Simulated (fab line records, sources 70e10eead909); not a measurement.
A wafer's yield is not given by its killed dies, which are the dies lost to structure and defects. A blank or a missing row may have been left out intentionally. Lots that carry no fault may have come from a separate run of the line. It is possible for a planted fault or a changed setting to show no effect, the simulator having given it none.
Comparing a struck lot with a sound one || flow nand harc || 31 out of 1302 route steps
Sound: these wafers, L289.1, L289.2, L289.6. Wafers struck: L306.1, L306.2, L306.6. Last of all comes the cause.
At each step with rows: each side's tool, then ch and its chambers, then its first start. Under that, the readings that differ: sound wafers || struck wafers || difference of the means || sigmas: that difference in standard deviations of wafers without a fault.
alike: a reading whose means differ by less than 2 such deviations, as well as words and numbers matching on both sides. not compared: withheld readings; readings where some wafer has no value; bounds like >300 that might hide an equal value; numbers whose values overlap and for which the record gives no deviation.
Wherever a step has rows on one side only, a row that says differs or no value, or a row with sigmas, the two part there. Numbers that don't overlap but have no deviation are shown without sigmas and don't part them. Lack of a reading on every wafer of one side parts them only where that side has two or more wafers.

first, 2 steps without rows for these wafers: NHARC_P_ZERO_WELL_PEB_50 (peb time 85 s); NHARC_P_ZERO_WELL_DEVELOP_51 (time 70 s).
NHARC_P_ZERO_WELL_CD_MEAS_52 targets a cd of 2000 nm.
  sound on cd sem-02 ch 0, day 2 21:31; struck on cd sem-01 ch 0, day 9 23:56
  alike: cd nm
then, 1 step without rows for these wafers: NHARC_P_ZERO_WELL_HARDBAKE_53 (time 80 s).
NHARC_P_ZERO_WELL_DESCUM_54: chemistry O2, time 3 s.
  sound on rie diel-04 ch 1,2, day 2 21:41; struck on rie diel-04 ch 0,1,2, day 10 00:06
  alike: drypump motor current A, o2 flow sccm, oes product au, rf vpp V, showerhead plenum p Torr, throttle valve pct
  not compared: rf hours counter h
then, 5 steps without rows for these wafers: NHARC_P_ZERO_WELL_IMPLANT_55; NHARC_P_ZERO_WELL_IMPLANT_61; NHARC_P_ZERO_WELL_STRIP_56 (strips in SPM, time 840 s); NHARC_P_ZERO_WELL_PRECLEAN_68 (cleans in SC1, time 60 s); NHARC_P_ZERO_WELL_SRD_69.
NHARC_P_ZERO_WELL_RTA_42: time 300 s.
  sound on rtp anneal-02 ch 0, day 2 22:40; struck on rtp anneal-01 ch 0, day 10 01:05
{"reading": "lamp power pct (%)", "sound": "44 44 44", "struck": "36 36 36", "difference": -8, "sigmas": -2}
  alike: wafer_temp_C_max
NHARC_P_ZERO_WELL_INSPECT_43:
  struck on defect inspect-01, day 10 01:45; sound on defect inspect-01, day 2 23:20
  alike: raw defect count
NHARC_P_STI_ETCH_26: etches SiO2 in dHF, target depth 11 nm.
  sound on wet bench-07 ch 4,6,7, day 2 23:23; struck on wet bench-07 ch 0,3,5, day 10 01:48
then, 13 steps without rows for these wafers: NHARC_P_STI_PRECLEAN_27 (cleans in SC1); NHARC_P_STI_SRD_28; NHARC_P_STI_OXIDE_29 (material SiO2, target thk 10 nm, ox time 1362 s); NHARC_P_STI_HM_DEP_30 (deposits Si3N4, target thk 80 nm, time 873 s); NHARC_P_STI_DEHYDRATE_01 (time 120 s); NHARC_P_STI_HMDS_02 (time 30 s); NHARC_P_STI_COAT_41 (time 65 s); NHARC_P_STI_COAT_03 (resist thk 600 nm); NHARC_P_STI_SOFTBAKE_04 (time 70 s); NHARC_P_STI_EBR_05; NHARC_P_STI_EXPOSE_06 (exposes mask P STI, target cd 200 nm); NHARC_P_STI_PEB_07 (peb time 80 s); NHARC_P_STI_DEVELOP_08 (time 50 s).
NHARC_P_STI_CD_MEAS_09 targets a cd of 200 nm.
  sound on cd sem-02 ch 0, day 3 14:24; struck on cd sem-02 ch 0, day 10 20:04
  alike: cd nm
NHARC_P_STI_OVL_MEAS_10:
  struck on overlay-01, day 10 20:09; sound on overlay-01, day 3 14:29
  alike: overlay x nm, overlay y nm
NHARC_P_STI_INSPECT_11:
  struck on defect inspect-02, day 10 20:11; sound on defect inspect-01, day 3 14:31
{"reading": "raw defect count", "sound": "8 4 4", "struck": "1338 1347 1263", "difference": "+1311", "sigmas": "+99 or more"}
then, 1 step without rows for these wafers: NHARC_P_STI_HARDBAKE_13 (time 65 s).
-- jump in the record: it breaks off in module P_STI and resumes in module END (first step shown: number 1302 of the route), and 21 days separate the struck wafers' starts before and after --
NHARC_END_SORT_01:
  here the record holds rows for the struck wafers (prober-01 ch 0, day 32 06:29) but none for the sound ones

## WHERE THEY PART
Earliest at NHARC_P_ZERO_WELL_RTA_42; latest, in this record, at NHARC_END_SORT_01.

WHY: what the simulator had put in
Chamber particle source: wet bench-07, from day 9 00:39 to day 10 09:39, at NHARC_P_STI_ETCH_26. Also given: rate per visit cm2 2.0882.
